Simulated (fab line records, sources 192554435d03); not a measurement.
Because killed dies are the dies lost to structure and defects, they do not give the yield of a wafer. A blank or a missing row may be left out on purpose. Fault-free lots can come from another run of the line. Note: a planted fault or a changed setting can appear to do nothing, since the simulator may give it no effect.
fab line records	flow n5-finfet
[record] lots = 10	wafers = 30	last-day = 19
route steps=1938 shown BEOL_M3@934 BEOL_M4@1111 TV_LITHO@1884 PASSIVATION@1928 END@1938
lots with no fault: from the same line, run without faults
start-h: the number of hours between the record's first day and the start of the first shown wafer of the lot	wait-h: how many hours have passed since the lot's step before this one	" the same as in the row above	L1.1+2: a row that stands for several wafers	- value missing, or start not given	* or withheld: withheld	< > ~ a bound
route shown NAME@n: names a module that has steps shown in the file, with the first one's number in the route	usual: mean/standard deviation taken from wafers without a fault	same: alike in all rows	chamber/n: place in a boat	sites: per-site readings	_std_site: their standard deviation	_edge_site: mean of outer sites minus mean of inner sites	radius-mm: how far each site lies from the wafer's centre	mask NAME#n: copy n	behind: the last tool/chamber to shape the wafer	hold: why the lot was held/for how many hours/how that ended	device: whichever transistor did not switch (one of n, p or np)	end of line: the tests these same wafers got at the end of their route	a step with no rows: only its recipe	killed: dies lost to structure and defects at the first sort, not the wafer's yield	map: shows each die of a wafer: x if killed, . if not, _ if none is there
set.NAME: the setting the step ran with; set.NAME@STEP: the setting that earlier step ran with	model.NAME: the simulator's own value behind a step, which no gauge read
one table for each step of the route and one row for each wafer, over a sample of lots
services: from which hour (start-h, from the record's first day; less than 0 if before it) a tool's chamber was out of use, for how many hours, and why
[[steps]]
[step N5_BEOL_M3_HM_DEP_02]
[recipe] material = TiN	target-thk-a = 200	temp-c = 25	chamber-pressure-pa = 0.49996
[usual] throttle-valve-pct = 30.7/1
lot.wafer	tool	chamber	start-h	wait-h	throttle-valve-pct
L622.2	pvd-sputter-02	-	158.46	0.1	30.0
L622.3	"	-	"	"	32.2
L622.6	"	-	"	"	29.9
L625.3	pvd-sputter-03	-	172.48	0.5	28.8
L625.5	"	-	"	"	30.3
L625.6	"	-	"	"	28.5
L626.1	pvd-sputter-03	-	176.26	1.4	28.4
L626.2	"	-	"	"	30.5
L626.3	"	-	"	"	31.4
L627.2	pvd-sputter-01	-	189.43	0.0	31.9
L627.4	"	-	"	"	29.9
L627.6	"	-	"	"	32.4
L629.2	pvd-sputter-01	-	194.70	0.6	29.5
L629.3	"	-	"	"	30.8
L629.5	"	-	"	"	29.5
L637.2	pvd-sputter-01	-	250.82	0.0	32.1
L637.4	"	-	"	"	31.0
L637.5	"	-	"	"	32.0
L639.3	pvd-sputter-02	-	252.41	0.6	30.3
L639.4	"	-	"	"	30.0
L639.6	"	-	"	"	29.7
L641.1	pvd-sputter-02	-	279.93	2.3	31.6
L641.2	"	-	"	"	30.2
L641.4	"	-	"	"	32.2
L642.1	pvd-sputter-02	-	286.05	0.6	32.2
L642.2	"	-	"	"	30.4
L642.3	"	-	"	"	31.8
L644.3	pvd-sputter-02	-	311.31	0.3	30.0
L644.5	"	-	"	"	31.6
L644.6	"	-	"	"	30.6
[step N5_BEOL_M4_RC_MEAS_101]
[usual] DIBL_N = 35.1/1.6	DIBL_P = 34.9/1.8	IOFF_N = 0.143/0.026	IOFF_P = 0.21/0.037	ION_N = 671/11	ION_P = 463/7.8	SS_N = 71.2/0.58	SS_P = 73.0/0.54	VT_N = 251/3	VT_P = -250/4.1
lot.wafer	tool	chamber	start-h	wait-h	DIBL_N[mV/V]	DIBL_P[mV/V]	IOFF_N[nA/um]	IOFF_P[nA/um]	ION_N[uA/um]	ION_P[uA/um]	SS_N[mV/dec]	SS_P[mV/dec]	VT_N[mV]	VT_P[mV]
L622.2	prober-02	0	187.04	0.2	36.0	35.6	0.173	0.22	682	468	71.7	73.0	248	-247
L622.3	"	0	"	"	35.5	35.7	0.165	0.23	682	468	71.4	73.1	247	-244
L622.6	"	0	"	"	38.2	37.7	0.214	0.27	690	469	71.7	73.6	246	-242
L625.3	prober-01	0	196.47	0.3	33.5	33.1	0.131	0.17	676	461	71.2	72.3	249	-254
L625.5	"	0	"	"	33.3	32.9	0.129	0.17	670	453	71.2	73.0	251	-255
L625.6	"	0	"	"	34.0	33.4	0.138	0.16	675	460	70.9	73.1	253	-254
L626.1	prober-01	0	198.56	0.0	31.5	31.2	0.092	0.12	661	455	69.7	72.1	259	-260
L626.2	"	0	"	"	35.8	35.1	0.149	0.16	655	450	71.0	72.9	251	-255
L626.3	"	0	"	"	33.8	33.7	0.122	0.15	663	453	70.4	73.3	252	-256
L627.2	prober-02	0	211.34	0.2	33.6	34.0	0.139	0.22	672	467	71.6	73.1	250	-246
L627.4	"	0	"	"	31.6	31.3	0.109	0.18	659	467	70.8	71.9	252	-249
L627.6	"	0	"	"	31.3	31.5	0.106	0.18	655	457	70.6	71.9	253	-247
L629.2	prober-01	0	237.14	0.2	35.0	34.1	0.118	0.16	657	451	71.6	72.6	257	-256
L629.3	"	0	"	"	34.8	33.8	0.119	0.15	654	450	71.5	72.9	255	-261
L629.5	"	0	"	"	35.4	34.2	0.134	0.16	675	453	71.7	72.6	253	-255
L639.3	prober-01	0	286.94	0.3	35.7	35.6	0.147	0.19	670	459	71.4	73.1	250	-254
L639.4	"	0	"	"	35.8	35.3	0.151	0.18	672	459	71.8	72.7	250	-255
L639.6	"	0	"	"	34.8	34.3	0.132	0.18	679	464	71.2	72.9	251	-254
L637.2	prober-01	0	292.09	0.2	34.3	32.9	0.113	0.21	654	457	70.6	72.9	259	-250
L637.4	"	0	"	"	37.8	37.6	0.182	0.30	681	475	71.5	73.5	249	-243
L637.5	"	0	"	"	39.0	37.7	0.201	0.29	676	466	72.7	74.2	249	-243
L641.1	prober-01	0	317.73	0.0	33.6	33.2	0.113	0.18	655	462	70.6	72.5	253	-249
L641.2	"	0	"	"	36.4	36.0	0.156	0.22	676	475	71.6	73.7	252	-248
L641.4	"	0	"	"	33.3	32.2	0.106	0.16	656	455	70.8	71.9	255	-252
L642.1	prober-01	0	330.80	0.0	34.3	33.8	0.121	0.19	656	450	71.3	72.6	253	-251
L642.2	"	0	"	"	37.4	38.1	0.175	0.26	675	472	71.4	73.6	249	-247
L642.3	"	0	"	"	36.3	36.9	0.154	0.23	674	472	71.2	72.7	251	-250
L644.3	prober-01	0	339.92	0.9	37.5	36.4	0.162	0.26	673	469	71.4	73.5	252	-244
L644.5	"	0	"	"	35.5	34.0	0.135	0.23	673	466	71.0	73.5	251	-247
L644.6	"	0	"	"	36.4	35.6	0.157	0.25	677	476	71.7	74.0	250	-243
[step N5_PASSIVATION_OVL_MEAS_60]
[recipe] points-per-wafer = 44
[usual] TV_OVL = -1/6.2
[same] points-per-wafer = 44
lot.wafer	tool	chamber	start-h	wait-h	TV_OVL[nm]
L622.2	overlay-02	0	309.59	0.0	-1
L622.3	"	0	"	"	8
L622.6	"	0	"	"	4
L625.3	overlay-02	0	316.37	0.0	0
L625.5	"	0	"	"	4
L625.6	"	0	"	"	0
L626.1	overlay-02	0	322.88	0.0	-4
L626.2	"	0	"	"	9
L626.3	"	0	"	"	-2
L627.2	overlay-02	0	326.11	0.0	3
L627.4	"	0	"	"	3
L627.6	"	0	"	"	6
L629.2	overlay-01	0	339.38	0.0	7
L629.3	"	0	"	"	5
L629.5	"	0	"	"	0
L639.3	overlay-01	0	381.19	0.0	-6
L639.4	"	0	"	"	-11
L639.6	"	0	"	"	-9
L637.2	overlay-02	0	400.69	0.0	9
L637.4	"	0	"	"	9
L637.5	"	0	"	"	2
L641.1	overlay-01	0	414.08	0.0	-6
L641.2	"	0	"	"	-8
L641.4	"	0	"	"	-6
L642.1	overlay-01	0	442.03	0.0	-14
L642.2	"	0	"	"	5
L642.3	"	0	"	"	-5
L644.3	overlay-02	0	450.55	0.0	13
L644.5	"	0	"	"	16
L644.6	"	0	"	"	7
[step N5_PASSIVATION_DESCUM_46]
[recipe] chemistry = O2	time-s = 7.9	source-power-w = 50	bias-power-w = 20	pressure-mtorr = 20	rf-frequency-hz = 2.712e+07	temp-c = 40	o2-flow-sccm = 225
[usual] drypump-motor-current-A = 5.69/0.25	oes-product-au = 0.81/0.053	rf-vpp-V = 243.5/1.3	showerhead-plenum-p-Torr = 2.12/0.067	throttle-valve-pct = 20.25/0.26
lot.wafer	tool	chamber	start-h	wait-h	drypump-motor-current-A	oes-product-au	rf-hours-counter-h	rf-vpp-V	showerhead-plenum-p-Torr	throttle-valve-pct
L622.2	rie-diel-05	1	317.50	1.6	5.78	0.82	69	242.2	2.11	19.87
L622.3	"	3	"	"	5.92	0.86	39	243.5	2.04	20.31
L622.6	"	1	"	"	5.78	0.83	-	244.5	2.11	19.88
L625.3	rie-diel-06	0	322.46	0.0	5.59	0.81	100	245.5	2.19	20.47
L625.5	"	2	"	"	5.75	0.80	-	244.6	2.20	20.07
L625.6	"	3	"	"	5.26	0.89	-	243.3	2.11	19.81
L626.1	rie-diel-05	3	328.66	0.0	5.89	0.85	44	242.7	2.04	20.31
L626.2	"	0	"	"	5.56	0.74	167	243.7	2.10	20.35
L626.3	"	1	"	"	5.81	0.82	75	243.1	2.11	19.89
L627.2	rie-diel-06	0	329.82	0.2	5.58	0.79	102	243.4	2.19	20.48
L627.4	"	1	"	"	5.64	0.77	131	241.2	2.02	20.31
L627.6	"	2	"	"	5.76	0.80	-	243.9	2.19	20.06
L629.2	rie-diel-06	2	346.12	0.0	5.77	0.80	100	243.2	2.19	20.06
L629.3	"	0	"	"	5.61	0.80	108	244.1	2.19	20.48
L629.5	"	3	"	"	5.28	0.88	-	245.2	2.11	19.81
L639.3	rie-diel-05	1	384.62	0.0	5.78	0.81	94	244.7	2.10	19.91
L639.4	"	0	"	"	5.59	0.72	183	241.7	2.10	20.35
L639.6	"	0	"	"	5.56	0.73	-	242.4	2.10	20.35
L637.2	rie-diel-06	2	406.30	0.0	5.75	0.78	119	245.7	2.19	20.12
L637.4	"	0	"	"	5.59	0.77	125	243.6	2.18	20.52
L637.5	"	1	"	"	5.62	0.75	-	241.4	2.01	20.35
L641.1	rie-diel-05	3	417.72	0.0	5.88	0.81	73	243.5	2.03	20.36
L641.2	"	0	"	"	5.57	0.71	195	243.1	2.10	20.37
L641.4	"	2	"	"	6.13	0.74	159	242.8	2.07	20.59
L642.1	rie-diel-05	3	445.77	0.0	5.85	0.80	83	241.7	2.02	20.36
L642.2	"	2	"	"	6.14	0.74	170	242.5	2.06	20.61
L642.3	"	1	"	"	5.81	0.78	114	242.5	2.09	19.94
L644.3	rie-diel-06	2	455.31	1.0	5.77	0.77	138	242.6	2.18	20.13
L644.5	"	1	"	"	5.61	0.74	-	241.4	2.01	20.37
L644.6	"	2	"	"	5.76	0.76	-	244.3	2.18	20.14
[step N5_PASSIVATION_PROBE_49]
[usual] defect-limited-yield = 91.1/1.4	killed_at_M0_to_M3 = 36/11	killed_at_M4_up = 14/5.2	killed-at-contacts = 12/6.1	killed-at-front-end = 40/12	killed-at-other = 3.2/2.5	killed-dies = 105/16	killed-on-rim = 14/4.4	killed-open = 68/12	killed-short = 35/8.7	sort_bin_5_function = 5.2/0.89	sort_bin_6_memory = 3.3/0.66	sort-n-pass = 1074/16	sort-yield-pct = 91.1/1.4
[same] gross-dies = 1180	killed-at-back-side = 0	sort_bin_4_leakage[%] = 0	sort_bin_8_speed[%] = 0
lot.wafer	tool	chamber	start-h	wait-h	defect-limited-yield[%]	killed_at_M0_to_M3	killed_at_M4_up	killed-at-contacts	killed-at-front-end	killed-at-other	killed-dies	killed-on-rim	killed-open	killed-short	sort_bin_5_function[%]	sort_bin_6_memory[%]	sort-n-pass	sort-yield-pct[%]
L629.2	prober-02	-	349.21	0.1	90.3	54	5	12	42	1	114	13	73	35	5.3	3.8	1066	90.3
L629.5	prober-02	-	349.36	0.2	90.3	47	14	9	41	3	114	12	81	29	5.1	4.3	1066	90.3
L639.3	prober-01	-	387.76	0.1	90.7	46	18	15	29	2	110	15	73	36	6.1	2.9	1070	90.7
L639.4	prober-01	-	387.81	0.2	89.6	49	14	23	35	2	123	15	92	28	5.8	4.5	1057	89.6
L637.2	prober-01	-	409.40	0.1	85.9	88	20	9	46	3	166	21	73	34	9.9	3.7	1014	85.9
L637.4	prober-01	-	409.50	0.2	92.6	31	8	7	33	8	87	9	62	20	4.0	3.1	1093	92.6
L637.5	prober-01	-	409.55	0.2	90.6	31	11	13	48	8	111	8	62	47	5.3	3.9	1069	90.6
// killed by level:class
L629.2 BEOL_M0_SAQP:geometric-particle:open=23 BEOL_M0_SAQP:geometric-particle:short=19 STI_FIN_REVEAL:geometric-particle:open=12 MOL_CONTACT_COAG:geometric-particle:open=9 FIN_SAQP:geometric-particle:open=6 FIN_SAQP:geometric-particle:short=5 BEOL_M3:geometric-particle:open=4 DUMMY_GATE:geometric-particle:open=3
L629.5 STI_FIN_REVEAL:geometric-particle:open=14 BEOL_M0_SAQP:geometric-particle:open=10 MOL_CONTACT_COAG:geometric-particle:open=9 BEOL_M0_SAQP:geometric-particle:short=9 FIN_SAQP:geometric-particle:open=8 BEOL_M2:geometric-particle:open=8 BEOL_M0:geometric-particle:open=7 BEOL_M3:geometric-particle:open=7
L639.3 BEOL_M2:geometric-particle:open=12 MOL_CONTACT_COAG:geometric-particle:open=11 BEOL_M1:geometric-particle:open=11 STI_FIN_REVEAL:geometric-particle:open=8 BEOL_M0_SAQP:geometric-particle:short=7 BEOL_M4:geometric-particle:open=7 BEOL_M2:geometric-particle:short=5 BEOL_M3:geometric-particle:open=5
L639.4 BEOL_M2:geometric-particle:open=20 MOL_CONTACT_COAG:geometric-particle:open=18 STI_FIN_REVEAL:geometric-particle:open=11 BEOL_M1:geometric-particle:open=9 DUMMY_GATE:geometric-particle:open=7 BEOL_M0_SAQP:geometric-particle:open=6 BEOL_M4:geometric-particle:open=5 MOL_CONTACT_COAG:geometric-particle:short=4
L637.2 BEOL_M3:area-open=54 STI_FIN_REVEAL:geometric-particle:open=10 BEOL_M4:geometric-particle:open=10 BEOL_M0_SAQP:geometric-particle:short=8 MOL_CONTACT_COAG:geometric-particle:open=7 BEOL_M0_SAQP:geometric-particle:open=7 GATE_CUT:geometric-particle:short=6 FIN_SAQP:geometric-particle:short=5
L637.4 STI_FIN_REVEAL:geometric-particle:open=12 BEOL_M1:geometric-particle:open=7 BEOL_M2:geometric-particle:open=7 BEOL_M0_SAQP:geometric-particle:open=6 BEOL_M0_SAQP:geometric-particle:short=6 FIN_SAQP:geometric-particle:open=4 BEOL_M3:geometric-particle:open=4 MOL_CONTACT_COAG:geometric-particle:open=4
L637.5 STI_FIN_REVEAL:geometric-particle:open=15 BEOL_M0_SAQP:geometric-particle:short=12 MOL_CONTACT_COAG:geometric-particle:open=11 GATE_CUT:geometric-particle:short=6 STI_FIN_REVEAL:geometric-particle:short=5 BEOL_M2:geometric-particle:open=5 BEOL_M0_SAQP:geometric-particle:open=5 SPACER0:geometric-particle:short=4
[step N5_PASSIVATION_INSPECT_57]
[recipe] inspect-instrument = macro	mode = outgoing
[usual] raw-defect-count = 2.0/1.4
lot.wafer	tool	chamber	start-h	wait-h	raw-defect-count
L622.2	defect-inspect-01	-	320.90	0.0	4
L622.3	"	-	"	"	2
L622.6	"	-	"	"	0
L625.3	defect-inspect-02	-	325.92	0.0	2
L625.5	"	-	"	"	4
L625.6	"	-	"	"	4
L626.1	defect-inspect-01	-	332.09	0.0	5
L626.2	"	-	"	"	2
L626.3	"	-	"	"	2
L627.2	defect-inspect-01	-	333.23	0.0	5
L627.4	"	-	"	"	1
L627.6	"	-	"	"	2
L629.2	defect-inspect-02	-	349.52	0.0	4
L629.3	"	-	"	"	2
L629.5	"	-	"	"	2
L639.3	defect-inspect-01	-	388.01	0.0	2
L639.4	"	-	"	"	2
L639.6	"	-	"	"	1
L637.2	defect-inspect-01	-	409.71	0.0	1
L637.4	"	-	"	"	3
L637.5	"	-	"	"	2
L641.1	defect-inspect-02	-	421.12	0.0	1
L641.2	"	-	"	"	0
L641.4	"	-	"	"	1
L642.1	defect-inspect-02	-	449.17	0.0	0
L642.2	"	-	"	"	3
L642.3	"	-	"	"	1
L644.3	defect-inspect-02	-	458.70	0.0	2
L644.5	"	-	"	"	0
L644.6	"	-	"	"	1
[[services]]
tool	chamber	start-h	hours	kind
pvd-sputter-03	-	168.35	2.5	repair
rie-diel-06	3	172.28	-	clean
rie-diel-06	3	172.28	-	consumable-replace:focus-ring
rie-diel-06	3	172.28	22.5	scheduled-down
rie-diel-06	3	172.28	22.5	vent-cycle
rie-diel-05	3	184.85	-	clean
rie-diel-05	3	184.85	-	consumable-replace:focus-ring
rie-diel-05	3	184.85	29.9	scheduled-down
rie-diel-05	3	184.85	29.9	vent-cycle
rie-diel-05	-	238.15	0.8	repair
pvd-sputter-03	-	256.81	10.5	repair
rie-diel-05	0	329.85	3.2	repair
rie-diel-05	-	339.29	2.8	pm
rie-diel-05	1	355.98	1.7	repair
rie-diel-06	0	393.32	5.4	repair
pvd-sputter-02	-	394.73	1.5	repair
pvd-sputter-03	-	440.43	2.1	repair
[[key]]
[first-sign] step = N5_PASSIVATION_PROBE_49	reading = sort_bin_5_function	direction = up	sigmas = 5.3	usual = 5.2	struck = 9.9
[effect] step = N5_PASSIVATION_PROBE_49	reading = killed_at_M0_to_M3	direction = up	sigmas = 4.8	usual = 36	struck = 88
[more-kills-born-at] N5_BEOL_M3_HM_OPEN_17@rie-metal-01 = 54
met-at N5_BEOL_M3_HM_DEP_02
struck-lots L637
struck-wafers L637.2
not-acting-at N5_PASSIVATION_OVL_MEAS_60,N5_PASSIVATION_DESCUM_46,N5_PASSIVATION_INSPECT_57
onset-between 194.70 250.82
[fault] kind = process-parameter-drift	tool = pvd-sputter-01	chamber = -	onset-h = 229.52	steps = N5_BEOL_M3_HM_DEP_02	channel = target-thk-a	offset = *	shape = step	end-h = 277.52	scope = struck-wafers-only	acts-in = *	stated = *
